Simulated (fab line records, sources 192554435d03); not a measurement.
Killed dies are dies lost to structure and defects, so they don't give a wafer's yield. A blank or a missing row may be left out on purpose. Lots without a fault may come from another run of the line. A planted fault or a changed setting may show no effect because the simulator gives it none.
Which tool did it? | flow n5_finfet | 8 lots, 23 wafers sampled, at 6 steps of a route of 1938

WHAT THE GAUGES READ, wafer by wafer
N5_DUMMY_GATE_OVL_MEAS_16. Usual: GATE_OVL 0.3 nm, standard deviation 0.63.
lot  | measured    | on         | GATE_OVL (nm)  | flag
L483 | day 3 03:51 | overlay-02 | 0.5 -0.4       |
L486 | day 4 01:14 | overlay-02 | -0.1 -0.7 -1.0 |
L493 | day 5 19:02 | overlay-02 | 0.3 0.9 0.6    |
L494 | day 5 23:32 | overlay-02 | 0.9 1.5 1.0    |
L500 | day 7 10:30 | overlay-01 | 2.0 1.0 0.7    |
L501 | day 7 16:33 | overlay-02 | -0.2 0.7 0.5   |
L502 | day 8 00:22 | overlay-02 | -0.2 -0.2 -0.6 |
L504 | day 8 09:56 | overlay-02 | 0.0 1.0 0.2    |

N5_BEOL_M4_RC_MEAS_101. Usual: DIBL_N 36.1 mV/V, standard deviation 2.3; DIBL_P 36 mV/V, standard deviation 3.2; IOFF_N 0.16 nA/um, standard deviation 0.045; IOFF_N_85C 3.2 nA/um, standard deviation 0.72; IOFF_N_LIN 0.076 nA/um, standard deviation 0.016; IOFF_P 0.21 nA/um, standard deviation 0.049; IOFF_P_85C 3.7 nA/um, standard deviation 0.7; IOFF_P_LIN 0.101 nA/um, standard deviation 0.016; ION_N 674 uA/um, standard deviation 14; ION_P 462 uA/um, standard deviation 8.4; REXT_N 75.4 ohm.um, standard deviation 1.6; REXT_P 101.7 ohm.um, standard deviation 2.4; SS_N 71.6 mV/dec, standard deviation 0.83; SS_P 73.2 mV/dec, standard deviation 0.87; VT_N 249 mV, standard deviation 3.8; VT_N_LVT 98 mV, standard deviation 3.8; VT_P -250 mV, standard deviation 3.4; VT_P_LVT -99 mV, standard deviation 3.
lot  | measured     | on        | DIBL_N (mV/V)  | DIBL_P (mV/V) | IOFF_N (nA/um) | IOFF_N_85C (nA/um) | IOFF_N_LIN (nA/um) | IOFF_P (nA/um) | IOFF_P_85C (nA/um) | IOFF_P_LIN (nA/um) | ION_N (uA/um) | ION_P (uA/um) | REXT_N (ohm.um) | REXT_P (ohm.um)   | SS_N (mV/dec)  | SS_P (mV/dec)  | VT_N (mV)   | VT_N_LVT (mV) | VT_P (mV)      | VT_P_LVT (mV)  | flag
L483 | day 12 07:51 | prober-01 | 33.3 34.5      | 35 36         | 0.12 0.13      | 2.5 2.7            | 0.060 0.066        | 0.19 0.23      | 3.3 3.8            | 0.096 0.110        | 655 664       | 460 464       | 75.0 74.7       | 99.9 98.9         | 70.6 70.5      | 73.0 72.7      | 254 249     | 104 101       | -250 -244      | -100 -96       |
L486 | day 12 16:52 | prober-02 | 35.8 34.3 34.7 | 36 34 35      | 0.15 0.13 0.14 | 3.0 2.6 2.8        | 0.075 0.066 0.071  | 0.20 0.17 0.19 | 3.5 3.1 3.3        | 0.098 0.090 0.095  | 674 669 677   | 458 461 460   | 74.3 75.0 74.6  | 104.4 103.8 103.7 | 71.7 71.1 70.5 | 72.9 72.6 72.1 | 249 249 249 | 98 99 98      | -251 -252 -251 | -100 -101 -101 |
L493 | day 14 05:34 | prober-02 | 52.7 51.4 54.5 | 49 47 50      | 0.56 0.57 0.74 | 9.0 9.2 11.3       | 0.191 0.207 0.246  | 0.96 0.84 1.10 | 12.8 11.6 14.5     | 0.347 0.326 0.389  | 741 752 767   | 523 530 530   | 60.3 59.9 59.8  | 84.4 84.7 84.6    | 74.3 74.3 75.1 | 76.2 73.9 75.9 | 231 228 227 | 83 78 78      | -224 -223 -221 | -74 -75 -71    | OFF
L494 | day 13 09:17 | prober-02 | 51.3 54.0 50.3 | 49 46 46      | 0.58 0.75 0.47 | 9.3 11.4 7.7       | 0.206 0.217 0.169  | 0.92 0.70 0.65 | 12.5 9.9 9.3       | 0.334 0.275 0.255  | 774 754 736   | 541 523 508   | 61.3 62.6 63.5  | 80.3 83.1 83.6    | 74.1 76.1 73.2 | 75.8 74.3 74.3 | 230 227 234 | 76 74 81      | -223 -229 -230 | -71 -75 -77    | OFF
L500 | day 15 19:40 | prober-02 | 36.0 34.3 38.8 | 35 33 39      | 0.16 0.15 0.24 | 3.1 2.8 4.4        | 0.078 0.073 0.110  | 0.22 0.20 0.29 | 3.8 3.5 4.7        | 0.107 0.103 0.128  | 669 670 688   | 460 459 464   | 74.7 74.2 74.8  | 102.5 100.5 102.3 | 71.3 71.2 72.0 | 72.8 72.3 73.4 | 248 248 243 | 98 97 91      | -247 -248 -247 | -97 -98 -94    |
L501 | day 17 04:29 | prober-01 | 35.1 36.6 35.3 | 37 38 37      | 0.15 0.19 0.15 | 2.9 3.5 2.9        | 0.072 0.084 0.067  | 0.23 0.23 0.21 | 3.8 3.9 3.5        | 0.105 0.107 0.098  | 659 682 665   | 460 457 454   | 75.0 73.8 73.2  | 105.2 107.1 105.7 | 71.3 72.4 71.9 | 73.8 73.2 73.4 | 250 248 252 | 100 99 103    | -250 -250 -250 | -99 -99 -101   |
L502 | day 15 22:50 | prober-02 | 37.6 39.2 36.5 | 38 41 37      | 0.17 0.21 0.15 | 3.3 3.9 2.9        | 0.081 0.096 0.070  | 0.20 0.28 0.20 | 3.6 4.6 3.5        | 0.095 0.119 0.093  | 673 674 675   | 458 466 462   | 75.9 76.4 75.9  | 103.0 100.8 100.6 | 71.3 72.2 71.2 | 73.8 75.1 73.9 | 248 249 248 | 96 95 100     | -252 -249 -254 | -99 -96 -99    |
L504 | day 16 04:26 | prober-02 | 39.9 36.0 35.4 | 39 34 33      | 0.22 0.14 0.13 | 4.0 2.7 2.6        | 0.098 0.067 0.064  | 0.24 0.17 0.17 | 4.3 3.2 3.3        | 0.112 0.087 0.090  | 707 661 670   | 474 450 460   | 72.6 74.8 73.6  | 98.5 101.0 97.9   | 72.3 70.8 70.4 | 74.2 73.0 72.0 | 244 250 251 | 95 101 101    | -250 -252 -248 | -98 -103 -102  |

WHICH TOOL RAN EACH LOT (tool, then ch and the chambers of the sampled wafers, then the start)
lot  | N5_DUMMY_GATE_ETCH_37             | N5_SPACER0_ALD_07                | N5_SPACER0_ALD_08                | N5_SD_EPI_N_ETCHBACK_44
L483 | rie_diel-02 ch 1,2, day 3 04:05   | ald_sin-03 ch 0,2, day 3 05:20   | ald_sin-03 ch 0,2, day 3 05:44   | rie_diel-04 ch 2,3, day 3 06:48
L486 | rie_diel-06 ch 1,2,3, day 4 01:28 | ald_sin-02 ch 0,1,2, day 4 02:31 | ald_sin-02 ch 0,1,2, day 4 02:55 | rie_diel-03 ch 0,1,2, day 4 03:51
L493 | rie_diel-02 ch 0,2,3, day 5 19:36 | ald_sin-02 ch 1,2,3, day 5 20:39 | ald_sin-02 ch 1,2,3, day 5 21:04 | rie_diel-03 ch 0,1, day 5 22:29
L494 | rie_diel-06 ch 0,2,3, day 5 23:46 | ald_sin-01 ch 0,2,3, day 6 00:49 | ald_sin-01 ch 0,2,3, day 6 01:14 | rie_diel-03 ch 0,3, day 6 02:17
L500 | rie_diel-05 ch 0,1,2, day 7 10:44 | ald_sin-02 ch 0,3, day 7 12:53   | ald_sin-02 ch 0,3, day 7 13:18   | rie_diel-01 ch 0,2,3, day 7 14:22
L501 | rie_diel-05 ch 0,1,2, day 7 16:47 | ald_sin-01 ch 1,3, day 7 17:53   | ald_sin-01 ch 1,3, day 7 18:18   | rie_diel-03 ch 0,2, day 7 19:47
L502 | rie_diel-02 ch 1,2,3, day 8 00:43 | ald_sin-02 ch 1,3, day 8 02:11   | ald_sin-02 ch 1,3, day 8 02:35   | rie_diel-01 ch 1,2,3, day 8 03:39
L504 | rie_diel-06 ch 0,1,2, day 8 10:56 | ald_sin-01 ch 0,1,2, day 8 12:09 | ald_sin-01 ch 0,1,2, day 8 12:34 | rie_diel-01 ch 0,2,3, day 8 13:32
- N5_DUMMY_GATE_ETCH_37: etches SOC in N2/H2, target depth 60 nm, overetch 30 nm.
- N5_SPACER0_ALD_07: deposits SiNx, target thk 2 nm.
- N5_SPACER0_ALD_08: deposits SiNx, target thk 2 nm.
- N5_SD_EPI_N_ETCHBACK_44: etches SiNx in CH3F/O2, stops on SiO2, target depth 14.5 nm.

WHAT THE TOOLS THEMSELVES READ (means of the sampled wafers that have a number; where no wafer has one, the mark that the record gives instead)
N5_DUMMY_GATE_ETCH_37. Usual: drypump_motor_current_A 5.6 A, standard deviation 0.47; n2_flow_sccm 200.0 sccm, standard deviation 0.5; oes_product_au 0.61 a.u., standard deviation 0.046; rf_vpp_V 524.4 V, standard deviation 2.8; showerhead_plenum_p_Torr 2.57 Torr, standard deviation 0.1; throttle_valve_pct 17.90 %, standard deviation 0.28.
lot  | tool        | drypump_motor_current_A (A) | n2_flow_sccm (sccm) | oes_product_au (a.u.) | rf_vpp_V (V) | showerhead_plenum_p_Torr (Torr) | throttle_valve_pct (%) | flag
L483 | rie_diel-02 | 5.7                         | 200.6               | 0.63                  | 527.9        | 2.66                            | 17.68                  |
L486 | rie_diel-06 | 5.7                         | 200.6               | 0.61                  | 526.1        | 2.60                            | 17.69                  |
L493 | rie_diel-02 | 5.2                         | 200.5               | 0.61                  | 523.1        | 2.51                            | 18.15                  |
L494 | rie_diel-06 | 5.8                         | 199.7               | 0.58                  | 524.3        | 2.56                            | 17.96                  |
L500 | rie_diel-05 | 5.5                         | 200.1               | 0.60                  | 525.4        | 2.59                            | 17.96                  |
L501 | rie_diel-05 | 5.6                         | 200.3               | 0.60                  | 524.3        | 2.59                            | 17.97                  |
L502 | rie_diel-02 | 5.7                         | 200.3               | 0.63                  | 525.6        | 2.60                            | 17.97                  |
L504 | rie_diel-06 | 5.7                         | 199.7               | 0.62                  | 524.5        | 2.58                            | 17.74                  |

N5_SPACER0_ALD_07. Usual: chamber_pressure_Torr 1.999 Torr, standard deviation 0.0042; heater_power_outer_w 521 W, standard deviation 70; heater_power_w 827 W, standard deviation 93; susceptor_temp_C 400.00 C, standard deviation 0.23.
lot  | tool       | chamber_pressure_Torr (Torr) | heater_power_outer_w (W) | heater_power_w (W) | susceptor_temp_C (C) | flag
L483 | ald_sin-03 | 2.002                        | 570                      | 906                | 400.10               |
L486 | ald_sin-02 | 2.000                        | 454                      | 733                | 400.00               |
L493 | ald_sin-02 | -                            | -                        | -                  | -                    | OFF
L494 | ald_sin-01 | -                            | -                        | -                  | -                    | OFF
L500 | ald_sin-02 | 1.999                        | 453                      | 749                | 399.97               |
L501 | ald_sin-01 | 2.006                        | 559                      | 895                | 400.16               |
L502 | ald_sin-02 | 1.997                        | 450                      | 751                | 400.31               |
L504 | ald_sin-01 | 1.997                        | 534                      | 839                | 399.88               |

N5_SPACER0_ALD_08. Usual: chamber_pressure_Torr 2.000 Torr, standard deviation 0.0046; heater_power_outer_w 521 W, standard deviation 70; heater_power_w 829 W, standard deviation 92; susceptor_temp_C 400.03 C, standard deviation 0.23.
lot  | tool       | chamber_pressure_Torr (Torr) | heater_power_outer_w (W) | heater_power_w (W) | susceptor_temp_C (C) | flag
L483 | ald_sin-03 | 2.002                        | 568                      | 876                | 399.97               |
L486 | ald_sin-02 | 2.000                        | 451                      | 747                | 399.86               |
L493 | ald_sin-02 | 1.999                        | 467                      | 774                | 400.15               |
L494 | ald_sin-01 | 1.998                        | 534                      | 832                | 400.08               |
L500 | ald_sin-02 | 2.000                        | 451                      | 737                | 400.04               |
L501 | ald_sin-01 | 2.001                        | 563                      | 918                | 400.04               |
L502 | ald_sin-02 | 1.997                        | 464                      | 764                | 399.91               |
L504 | ald_sin-01 | 2.002                        | 534                      | 842                | 399.99               |

N5_SD_EPI_N_ETCHBACK_44. Usual: drypump_motor_current_A 5.65 A, standard deviation 0.23; oes_product_au 0.65 a.u., standard deviation 0.054; rf_vpp_V 299 V, standard deviation 10; showerhead_plenum_p_Torr 2.00 Torr, standard deviation 0.058; throttle_valve_pct 16.45 %, standard deviation 0.15.
lot  | tool        | drypump_motor_current_A (A) | oes_product_au (a.u.) | rf_vpp_V (V) | showerhead_plenum_p_Torr (Torr) | throttle_valve_pct (%) | flag
L483 | rie_diel-04 | 5.30                        | 0.64                  | 304          | 2.07                            | 16.46                  |
L486 | rie_diel-03 | 5.75                        | 0.67                  | 289          | 2.01                            | 16.39                  |
L493 | rie_diel-03 | 5.70                        | 0.29                  | 284          | 1.96                            | 16.42                  | OFF
L494 | rie_diel-03 | 5.58                        | 0.28                  | 288          | 1.96                            | 16.30                  | OFF
L500 | rie_diel-01 | 5.76                        | 0.65                  | 299          | 1.97                            | 16.44                  |
L501 | rie_diel-03 | 5.67                        | 0.62                  | 290          | 2.01                            | 16.40                  |
L502 | rie_diel-01 | 5.68                        | 0.66                  | 312          | 2.02                            | 16.46                  |
L504 | rie_diel-01 | 5.75                        | 0.65                  | 299          | 1.97                            | 16.46                  |

THE ANSWER, worked out from the rows above alone
Rule: a lot is off if the mean of its wafers that have a number lies more than 3 standard deviations from the usual mean. A lot without any number at a reading at which 4 lots or more have one is off too. The other lots that the step has rows for count as sound. The gauges are gone through in route order, then the tools' own readings, and for those a lot's mean is taken as printed above. The first step at which some lot is off is used, and at that step the reading that is off furthest; a lot without a number counts as furthest.
Off: L493, L494, at N5_BEOL_M4_RC_MEAS_101 (IOFF_P_LIN).
A tool fits if, at a process step before that reading, it ran every lot that is off, and no sound lot after the first of them. The gauges at N5_BEOL_M4_RC_MEAS_101 aren't tried: what is off there is off at N5_SPACER0_ALD_07 too, on other tools, and a gauge's error can't cause that. None of those tried fits.

WHAT THE SIMULATOR HAD PUT IN
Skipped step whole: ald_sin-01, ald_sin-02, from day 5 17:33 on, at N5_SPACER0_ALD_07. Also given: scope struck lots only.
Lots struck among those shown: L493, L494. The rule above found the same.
